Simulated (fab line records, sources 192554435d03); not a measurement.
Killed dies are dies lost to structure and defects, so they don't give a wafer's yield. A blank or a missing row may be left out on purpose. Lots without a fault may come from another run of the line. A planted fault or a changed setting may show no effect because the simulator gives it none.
Which tool did it? | flow n5_finfet | 24 lots, 72 wafers sampled, at 6 steps of a route of 1938

WHAT THE GAUGES READ, wafer by wafer
N5_BEOL_M11_THK_MEAS_53: measures by xrf. Usual: M11_THK 139 nm, standard deviation 3.5.
lot  | measured     | on            | M11_THK (nm) | flag
L074 | day 11 00:40 | film_metro-02 | 135 138 135  |
L076 | day 11 05:41 | film_metro-02 | 140 138 143  |
L075 | day 11 06:47 | film_metro-02 | 138 139 144  |
L077 | day 11 10:37 | film_metro-02 | 137 131 137  |
L078 | day 11 21:16 | film_metro-01 | 137 135 134  |
L079 | day 12 05:59 | film_metro-02 | 139 140 137  |
L081 | day 12 14:46 | film_metro-02 | 144 138 140  |
L080 | day 12 19:13 | film_metro-02 | 137 142 142  |
L082 | day 13 01:32 | film_metro-02 | 136 135 136  |
L083 | day 13 11:19 | film_metro-02 | 149 143 143  |
L084 | day 13 15:11 | film_metro-01 | 141 133 140  |
L085 | day 13 16:16 | film_metro-02 | 142 143 143  |
L086 | day 14 03:09 | film_metro-01 | 134 139 137  |
L087 | day 14 07:40 | film_metro-02 | 137 138 140  |
L089 | day 14 21:04 | film_metro-02 | 134 139 140  |
L091 | day 15 01:26 | film_metro-01 | 140 140 141  |
L090 | day 15 02:30 | film_metro-01 | 135 133 135  |
L088 | day 15 11:58 | film_metro-02 | 136 136 142  |
L092 | day 15 17:10 | film_metro-01 | 137 130 137  |
L095 | day 15 19:14 | film_metro-01 | 142 140 143  |
L094 | day 16 07:34 | film_metro-02 | 134 141 137  |
L093 | day 16 23:41 | film_metro-01 | 137 141 140  |
L096 | day 17 05:13 | film_metro-02 | 138 144 137  |
L097 | day 17 19:59 | film_metro-02 | 136 138 145  |

N5_BEOL_M12_THK_MEAS_01. Usual: M12_ILD_THK 658 nm, standard deviation 8.
lot  | measured     | on            | M12_ILD_THK (nm) | flag
L074 | day 11 00:59 | film_metro-01 | 658 653 660      |
L076 | day 11 06:01 | film_metro-01 | 650 660 657      |
L075 | day 11 07:06 | film_metro-01 | 649 660 663      |
L077 | day 11 10:56 | film_metro-01 | 657 675 670      |
L078 | day 11 21:35 | film_metro-01 | 651 666 657      |
L079 | day 12 06:19 | film_metro-02 | 647 660 666      |
L081 | day 12 15:07 | film_metro-02 | 657 664 679      |
L080 | day 12 19:35 | film_metro-02 | 657 657 661      |
L082 | day 13 01:51 | film_metro-02 | 658 663 663      |
L083 | day 13 11:41 | film_metro-01 | 645 659 658      |
L084 | day 13 15:33 | film_metro-02 | 647 655 663      |
L085 | day 13 16:35 | film_metro-02 | 656 663 663      |
L086 | day 14 03:28 | film_metro-02 | 655 669 661      |
L087 | day 14 08:01 | film_metro-02 | 637 650 647      |
L089 | day 14 21:23 | film_metro-01 | 665 662 669      |
L091 | day 15 01:50 | film_metro-01 | 647 654 668      |
L090 | day 15 02:52 | film_metro-01 | 644 644 658      |
L088 | day 15 12:18 | film_metro-02 | 647 659 664      |
L092 | day 15 17:29 | film_metro-02 | 652 652 666      |
L095 | day 15 19:34 | film_metro-02 | 654 644 662      |
L094 | day 16 07:53 | film_metro-01 | 660 666 659      |
L093 | day 17 00:01 | film_metro-01 | 648 668 665      |
L096 | day 17 05:32 | film_metro-01 | 654 653 656      |
L097 | day 17 20:21 | film_metro-01 | 644 669 659      |

N5_BEOL_M13_OCD_MEAS_35. Usual: trench_depth_nm 412 nm, standard deviation 6.7.
lot  | measured     | on     | trench_depth_nm (nm) | flag
L074 | day 11 07:33 | ocd-01 | 413 413 417          |
L076 | day 11 13:22 | ocd-02 | 404 405 410          |
L075 | day 11 13:28 | ocd-01 | 426 422 429          |
L077 | day 11 21:19 | ocd-01 | 419 419 416          |
L078 | day 12 06:02 | ocd-01 | 408 423 410          |
L079 | day 12 13:35 | ocd-02 | 405 410 403          |
L081 | day 13 00:54 | ocd-02 | 404 409 423          |
L080 | day 13 04:26 | ocd-01 | 402 406 411          |
L082 | day 13 13:37 | ocd-01 | 416 418 415          |
L083 | day 13 20:49 | ocd-02 | 419 410 421          |
L084 | day 13 22:52 | ocd-01 | 407 407 409          |
L085 | day 13 23:46 | ocd-02 | 409 400 405          |
L086 | day 14 09:51 | ocd-02 | 405 407 401          |
L087 | day 14 16:37 | ocd-01 | 427 417 415          |
L089 | day 15 03:45 | ocd-02 | 415 423 414          |
L091 | day 15 09:53 | ocd-01 | 405 409 404          |
L090 | day 15 10:25 | ocd-01 | 409 407 410          |
L088 | day 15 21:21 | ocd-01 | 406 416 411          |
L092 | day 16 05:45 | ocd-02 | 405 414 418          |
L095 | day 16 06:22 | ocd-02 | 413 415 423          |
L094 | day 16 15:02 | ocd-02 | 422 406 420          |
L093 | day 17 06:43 | ocd-02 | 407 419 410          |
L096 | day 17 12:14 | ocd-01 | 416 414 403          |
L097 | day 18 02:43 | ocd-01 | 410 413 417          |

N5_BEOL_M14_OVL_MEAS_11. Usual: V13_OVL -1 nm, standard deviation 5.2.
lot  | measured     | on         | V13_OVL (nm) | flag
L074 | day 11 10:56 | overlay-01 | -5 2 7       |
L076 | day 11 16:41 | overlay-01 | -3 -5 -4     |
L075 | day 11 17:05 | overlay-02 | 8 3 4        |
L077 | day 12 00:05 | overlay-02 | -5 -2 -9     |
L078 | day 12 13:27 | overlay-02 | -7 -9 -10    |
L079 | day 12 15:50 | overlay-01 | -12 -6 -10   |
L081 | day 13 05:09 | overlay-01 | 1 5 -2       |
L080 | day 13 10:47 | overlay-02 | 6 -5 4       |
L082 | day 13 16:51 | overlay-02 | -10 1 -6     |
L083 | day 14 00:34 | overlay-02 | -6 5 2       |
L084 | day 14 01:24 | overlay-02 | 6 3 -7       |
L085 | day 14 03:44 | overlay-01 | -2 5 9       |
L086 | day 14 12:55 | overlay-01 | 0 -2 -3      |
L087 | day 14 22:33 | overlay-02 | -3 -5 -1     |
L089 | day 15 06:54 | overlay-01 | 0 2 -4       |
L091 | day 15 13:20 | overlay-02 | 16 4 6       |
L090 | day 15 13:35 | overlay-01 | -9 -6 -1     |
L088 | day 16 05:05 | overlay-02 | -3 3 1       |
L092 | day 16 08:56 | overlay-01 | 13 4 12      |
L095 | day 16 09:30 | overlay-01 | -2 -7 -8     |
L094 | day 16 18:22 | overlay-02 | -9 -11 -4    |
L093 | day 17 09:20 | overlay-01 | -4 -4 0      |
L096 | day 17 16:44 | overlay-02 | 2 5 3        |
L097 | day 18 06:35 | overlay-01 | 0 2 -9       |

WHICH TOOL RAN EACH LOT (tool, then ch and the chambers of the sampled wafers, then the start)
lot  | N5_BEOL_M13_ETCH_67                | N5_BEOL_M13_SPUTTER_44
L074 | rie_diel-05 ch 0,2, day 11 07:00   | pvd_sputter-01, day 11 08:55
L076 | rie_diel-05 ch 0,2,3, day 11 12:50 | pvd_sputter-02, day 11 15:01
L075 | rie_diel-03 ch 1,2,3, day 11 12:56 | pvd_sputter-02, day 11 15:25
L077 | rie_diel-03 ch 0,1,3, day 11 20:47 | pvd_sputter-03, day 11 22:25
L078 | rie_diel-04 ch 0,1,3, day 12 05:29 | pvd_sputter-03, day 12 11:38
L079 | rie_diel-05 ch 0,1, day 12 13:02   | pvd_sputter-03, day 12 14:08
L081 | rie_diel-04 ch 1,2, day 13 00:22   | pvd_sputter-03, day 13 03:29
L080 | rie_diel-05 ch 0,1,3, day 13 03:53 | pvd_sputter-03, day 13 09:04
L082 | rie_diel-03 ch 0,1,3, day 13 13:04 | pvd_sputter-01, day 13 14:37
L083 | rie_diel-04 ch 1,2, day 13 20:16   | pvd_sputter-01, day 13 22:43
L084 | rie_diel-05 ch 2,3, day 13 22:19   | pvd_sputter-01, day 13 23:36
L085 | rie_diel-05 ch 2,3, day 13 23:13   | pvd_sputter-02, day 14 01:56
L086 | rie_diel-05 ch 0,1,3, day 14 09:19 | pvd_sputter-01, day 14 11:09
L087 | rie_diel-04 ch 2,3, day 14 16:04   | pvd_sputter-02, day 14 19:43
L089 | rie_diel-03 ch 0,1,2, day 15 03:13 | pvd_sputter-03, day 15 05:06
L091 | rie_diel-05 ch 2,3, day 15 09:20   | pvd_sputter-03, day 15 11:19
L090 | rie_diel-05 ch 0,2,3, day 15 09:53 | pvd_sputter-02, day 15 11:23
L088 | rie_diel-04 ch 0,1, day 15 20:49   | pvd_sputter-03, day 16 03:17
L092 | rie_diel-04 ch 0,1,3, day 16 05:13 | pvd_sputter-03, day 16 06:53
L095 | rie_diel-03 ch 0,1,2, day 16 05:50 | pvd_sputter-03, day 16 07:15
L094 | rie_diel-04 ch 1,3, day 16 14:29   | pvd_sputter-01, day 16 15:55
L093 | rie_diel-04 ch 2,3, day 17 06:11   | pvd_sputter-02, day 17 07:39
L096 | rie_diel-04 ch 1,2,3, day 17 11:42 | pvd_sputter-03, day 17 14:46
L097 | rie_diel-03 ch 0,2,3, day 18 02:11 | pvd_sputter-02, day 18 04:43
- N5_BEOL_M13_ETCH_67: etches SiARC in CF4, target depth 143 nm, time 238.3 s.
- N5_BEOL_M13_SPUTTER_44: material Ta, target thk 10 nm, time 16.13 s.

WHAT THE TOOLS THEMSELVES READ (means of the sampled wafers that have a number; where no wafer has one, the mark that the record gives instead)
N5_BEOL_M13_ETCH_67. Usual: bias_w 35.99 W, standard deviation 0.11; drypump_motor_current_A 5.6 A, standard deviation 0.45; etch_rf_on_time_s 240 s, standard deviation 6; oes_product_au 0.65 a.u., standard deviation 0.075; rf_vpp_V 184.2 V, standard deviation 1.1; showerhead_plenum_p_Torr 2.15 Torr, standard deviation 0.055; throttle_valve_pct 15.67 %, standard deviation 0.25.
lot  | tool        | bias_w (W) | drypump_motor_current_A (A) | etch_rf_on_time_s (s) | oes_product_au (a.u.) | rf_vpp_V (V) | showerhead_plenum_p_Torr (Torr) | throttle_valve_pct (%) | flag
L074 | rie_diel-05 | 36.10      | 5.6                         | 237                   | 0.61                  | 185.0        | 2.18                            | 15.73                  |
L076 | rie_diel-05 | 36.05      | 5.6                         | 240                   | 0.62                  | 185.1        | 2.15                            | 15.70                  |
L075 | rie_diel-03 | 35.89      | 5.3                         | 234                   | 0.69                  | 183.9        | 2.18                            | 15.65                  |
L077 | rie_diel-03 | 36.05      | 5.4                         | 236                   | 0.66                  | 183.6        | 2.15                            | 15.77                  |
L078 | rie_diel-04 | 35.99      | 5.6                         | 237                   | 0.69                  | 183.5        | 2.13                            | 15.69                  |
L079 | rie_diel-05 | 35.96      | 5.6                         | 247                   | 0.59                  | 184.0        | 2.14                            | 15.78                  |
L081 | rie_diel-04 | 35.93      | 5.8                         | 242                   | 0.70                  | 185.6        | 2.19                            | 15.69                  |
L080 | rie_diel-05 | 35.97      | 5.7                         | 246                   | 0.60                  | 185.0        | 2.14                            | 15.78                  |
L082 | rie_diel-03 | 36.05      | 5.4                         | 237                   | 0.65                  | 183.9        | 2.14                            | 15.79                  |
L083 | rie_diel-04 | 36.00      | 6.2                         | 235                   | 0.75                  | 184.2        | 2.23                            | 15.44                  |
L084 | rie_diel-05 | 35.98      | 5.6                         | 243                   | 0.60                  | 183.7        | 2.11                            | 15.71                  |
L085 | rie_diel-05 | 35.87      | 5.6                         | 243                   | 0.60                  | 183.1        | 2.11                            | 15.70                  |
L086 | rie_diel-05 | 35.93      | 5.7                         | 244                   | 0.59                  | 184.3        | 2.14                            | 15.81                  |
L087 | rie_diel-04 | 35.92      | 6.0                         | 236                   | 0.79                  | 185.3        | 2.22                            | 15.26                  |
L089 | rie_diel-03 | 35.91      | 5.2                         | 240                   | 0.69                  | 184.1        | 2.13                            | 15.56                  |
L091 | rie_diel-05 | 35.89      | 5.6                         | 242                   | 0.60                  | 183.4        | 2.11                            | 15.73                  |
L090 | rie_diel-05 | 35.92      | 5.6                         | 241                   | 0.60                  | 184.1        | 2.14                            | 15.76                  |
L088 | rie_diel-04 | 36.04      | 6.0                         | 236                   | 0.61                  | 184.0        | 2.12                            | 15.88                  |
L092 | rie_diel-04 | 36.06      | 5.6                         | 238                   | 0.66                  | 183.3        | 2.12                            | 15.75                  |
L095 | rie_diel-03 | 35.96      | 5.2                         | 240                   | 0.67                  | 184.7        | 2.13                            | 15.57                  |
L094 | rie_diel-04 | 36.11      | 5.2                         | 240                   | 0.72                  | 183.3        | 2.11                            | 15.63                  |
L093 | rie_diel-04 | 35.79      | 5.5                         | 237                   | 0.75                  | 183.7        | 2.16                            | 15.37                  |
L096 | rie_diel-04 | 35.97      | 5.7                         | 240                   | 0.71                  | 183.1        | 2.17                            | 15.57                  |
L097 | rie_diel-03 | 36.04      | 5.4                         | 241                   | 0.66                  | 184.9        | 2.15                            | 15.69                  |

N5_BEOL_M13_SPUTTER_44. Usual: throttle_valve_pct 30.1 %, standard deviation 1.1.
lot  | tool           | throttle_valve_pct (%) | flag
L074 | pvd_sputter-01 | 31.3                   |
L076 | pvd_sputter-02 | 28.8                   |
L075 | pvd_sputter-02 | 29.0                   |
L077 | pvd_sputter-03 | 30.3                   |
L078 | pvd_sputter-03 | 31.0                   |
L079 | pvd_sputter-03 | 29.5                   |
L081 | pvd_sputter-03 | 30.5                   |
L080 | pvd_sputter-03 | 31.2                   |
L082 | pvd_sputter-01 | 30.9                   |
L083 | pvd_sputter-01 | 31.1                   |
L084 | pvd_sputter-01 | 30.3                   |
L085 | pvd_sputter-02 | 28.9                   |
L086 | pvd_sputter-01 | 30.8                   |
L087 | pvd_sputter-02 | 29.3                   |
L089 | pvd_sputter-03 | 30.5                   |
L091 | pvd_sputter-03 | 31.5                   |
L090 | pvd_sputter-02 | 29.0                   |
L088 | pvd_sputter-03 | 30.5                   |
L092 | pvd_sputter-03 | 30.2                   |
L095 | pvd_sputter-03 | 30.3                   |
L094 | pvd_sputter-01 | 31.2                   |
L093 | pvd_sputter-02 | 29.4                   |
L096 | pvd_sputter-03 | 30.3                   |
L097 | pvd_sputter-02 | 28.9                   |

THE ANSWER, worked out from the rows above alone
Rule: a lot is off if the mean of its wafers that have a number lies more than 3 standard deviations from the usual mean. A lot without any number at a reading at which 4 lots or more have one is off too. The other lots that the step has rows for count as sound. The gauges are gone through in route order, then the tools' own readings, and for those a lot's mean is taken as printed above. The first step at which some lot is off is used, and at that step the reading that is off furthest; a lot without a number counts as furthest.
No lot is off at any reading shown: from this, nothing can be told.

WHAT THE SIMULATOR HAD PUT IN
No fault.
